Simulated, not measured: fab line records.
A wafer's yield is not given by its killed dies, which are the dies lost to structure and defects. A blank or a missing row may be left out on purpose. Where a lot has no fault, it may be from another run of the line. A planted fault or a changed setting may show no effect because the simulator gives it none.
Code-filled problem report in 8D (eight disciplines) form ; flow n5 finfet ; the parts of the form that need people (team, actions taken, sign-off) are left out

## 1. PROBLEM STATEMENT
barrier field endpoint s at N5_BEOL_M15_CMP_49 reads a mean of 6.39 s on 3 wafers of 2 lots; wafers without a fault read 11.34 s with a standard deviation of 0.25. Measured from the usual mean, that is -20 standard deviations.
The step: polishes, stops on SiO2, t overpolish 4.9 s, target thk 850 nm.
The first sign was on wafer L202.6 at day 16 13:49, on cmp-04. At this step, 31 wafers from 11 lots have a number in the record. The rule behind "out" and "out of limits": a value lying over 4 standard deviations away from the usual mean. All remaining wafers that have a number are taken as sound.

## 2. WHAT IT IS AND WHAT IT IS NOT
question;is;is not
which readings at this step;barrier field endpoint s;motor current A, overpolish run s
which lots;L201, L202;L185, L187, L188, L189, L191, L194, L203, L204, L205
which wafers of those lots;L201.5, L202.5, L202.6;L201.1, L201.4, L202.2
read on which tools;cmp-04;cmp-01, cmp-03
when;from day 16 13:49;"up to then (18 sound wafers); but 10 sound wafers of L201, L203, L204, L205 came after"

## 3. SUSPECTS, AND WHAT RULES EACH OUT
Counting: if a tool at a process step up to the reading ran every lot that is out, it stays a suspect. Sound lots after the first of them don't rule it out here, since some wafers of a struck lot are sound.
- rie diel-05 at N5_BEOL_M15_VIA_ETCH_16 (etches SiO2 in C4F8/O2/Ar, target depth 1792.2 nm): kept. Ran every lot that is out, first one L202 (day 16 09:57); last sound lot up to then L188 (day 13 11:41).
- rie diel-04 at N5_BEOL_M15_ETCH_61 (etches BARC in N2/H2, target depth 89 nm, overetch 26.7 nm, time 67.9 s): kept. Ran every lot that is out, first one L202 (day 16 11:29); last sound lot up to then L191 (day 13 11:44).
- cmp-04 at N5_BEOL_M15_CMP_49 (polishes, stops on SiO2, t overpolish 4.9 s, target thk 850 nm): kept. Ran every lot that is out, first one L202 (day 16 13:49); last sound lot up to then L188 (day 13 18:59). On those wafers its own readings are out: barrier field endpoint s.
- Within rie diel-04 at N5_BEOL_M15_ETCH_61: the wafers that are out ran in chambers 0, 3; their sound lot-mates ran in chambers 1, 2.
The count leaves rie diel-05 at N5_BEOL_M15_VIA_ETCH_16, rie diel-04 at N5_BEOL_M15_ETCH_61, and cmp-04 at N5_BEOL_M15_CMP_49.

## 4. THE CAUSE (what the simulator had put in)
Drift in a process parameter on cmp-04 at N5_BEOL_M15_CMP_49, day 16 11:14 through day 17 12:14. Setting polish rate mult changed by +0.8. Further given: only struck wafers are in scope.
This tool is one of the 3 suspects left after counting.

## 5. SEQUENCE OF EFFECTS, ordered by route
Each row: a reading where the mean over the struck wafers with a number is more than 3 standard deviations away from the usual. Only readings whose record carries a usual standard deviation are examined. hours: median over the lots of the time between each lot's start at the first step of this table that gives one and its start at this step. sigmas: the change, counted in usual standard deviations.
hours;step;reading;usual;on struck wafers;change;sigmas
0;N5_BEOL_M15_CMP_49;barrier field endpoint s;11.34 s;6.39;-4.95;-20
Process steps it contains:
- N5_BEOL_M15_CMP_49: polishes, stops on SiO2, t overpolish 4.9 s, target thk 850 nm.

## 6. WHAT WOULD HAVE CAUGHT IT SOONER
3 hours passed between the start of the fault at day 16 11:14 and the first reading out of limits in this record, taken at day 16 13:49.
